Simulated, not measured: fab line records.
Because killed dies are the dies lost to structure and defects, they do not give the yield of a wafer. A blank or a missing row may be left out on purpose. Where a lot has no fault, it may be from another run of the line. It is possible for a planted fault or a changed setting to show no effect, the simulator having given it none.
2 desks looking at one fault -- flow nand harc -- each desk has only its own numbers; what lay behind them comes last

## AT THE METROLOGY DESK
Means of the sampled wafers that have a number, per lot and without regard to the tool the lot ran on: this is what the gauges read. The brackets show how far a lot's mean lies from the usual mean; more than 4 standard deviations puts the lot out of limits, marked OUT.
Columns: A = cd nm at NHARC_P_GATE_CD_MEAS_59, usual 720.2 nm; B = overlay x nm at NHARC_P_CONTACT_OVL_MEAS_13, usual 0.2 nm; C = overlay y nm at NHARC_P_CONTACT_OVL_MEAS_13, usual 0.2 nm
lot,first seen here,A,B,C
L828,day 5 10:04,721.7,-0.2,0.1
L830,day 5 16:38,718.5,0.6,-0.8
L829,day 5 17:10,718.6,0.1,-0.1
L831,day 5 22:44,720.1,-0.8,0.6
L832,day 6 10:43,721.8,0.9,2.5
L837,day 7 11:04,720.1,1.1,-0.8
L836,day 7 11:17,719.9,-1.1,-0.8
L842,day 8 21:46,718.9,-0.0,0.6
L843,day 9 05:26,721.0,0.7,0.8
L847,day 10 02:28,719.5,2.3,0.3
L848,day 10 08:25,721.0,0.3,1.6
L849,day 10 13:43,721.9,-0.5,-0.2
L850,day 10 19:37,719.6,0.7,-1.3
L851,day 11 09:16,719.0,0.1,1.1
This desk's finding: nothing out of limits on any of the 14 lots.

## FOR THE TOOL OWNER'S DESK: pecvd-01
The tool's own readings at NHARC_P_CONTACT_DEP_00 (deposits SiO2, target thk 500 nm): means of the sampled wafers that have a number, for each lot that ran on this tool. The brackets show how far a lot's mean lies from the usual mean; more than 4 standard deviations puts the lot out of limits, marked OUT.
Columns: A = heater power w at NHARC_P_CONTACT_DEP_00, usual 570 W; B = rf fwd power W at NHARC_P_CONTACT_DEP_00, usual 898.2 W; C = showerhead vpp V at NHARC_P_CONTACT_DEP_00, usual 1833 V; D = throttle valve pct at NHARC_P_CONTACT_DEP_00, usual 15.8 %
lot,first seen here,A,B,C,D
L830,day 5 21:58,607,892.9,1759,15.8
L829,day 5 23:16,503,897.9,1877,15.8
L831,day 6 04:41,602,899.2,1726,16.0
L837,day 7 16:15,592,897.6,1815,15.7
L842,day 9 03:46,429,1258.3 (+99 or more) OUT,2066,16.0
L843,day 9 10:34,421,1257.3 (+99 or more) OUT,2147,16.0
Finding of this desk: L842, L843 out of limits; the first was L842 at day 9 03:46, on rf fwd power W at NHARC_P_CONTACT_DEP_00. Within limits: L830, L829, L831, L837.

## ALL TOGETHER
An alarm could have come from the tool owner's desk at day 9 03:46, on L842, L843.
Nothing out of limits was seen by the metrology desk.
The metrology desk holds a record of L842, L843, inside its limits.
The lots listed all ran NHARC_P_CONTACT_DEP_00 on pecvd-01.

## WHAT WAS PUT IN BY THE SIMULATOR
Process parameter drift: pecvd-01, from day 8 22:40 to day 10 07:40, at NHARC_P_CONTACT_DEP_00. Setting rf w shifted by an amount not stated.
Struck lots among those shown: L842, L843.
Each desk's first reading out of limits, in hours after the fault started: the tool owner's desk, 5.
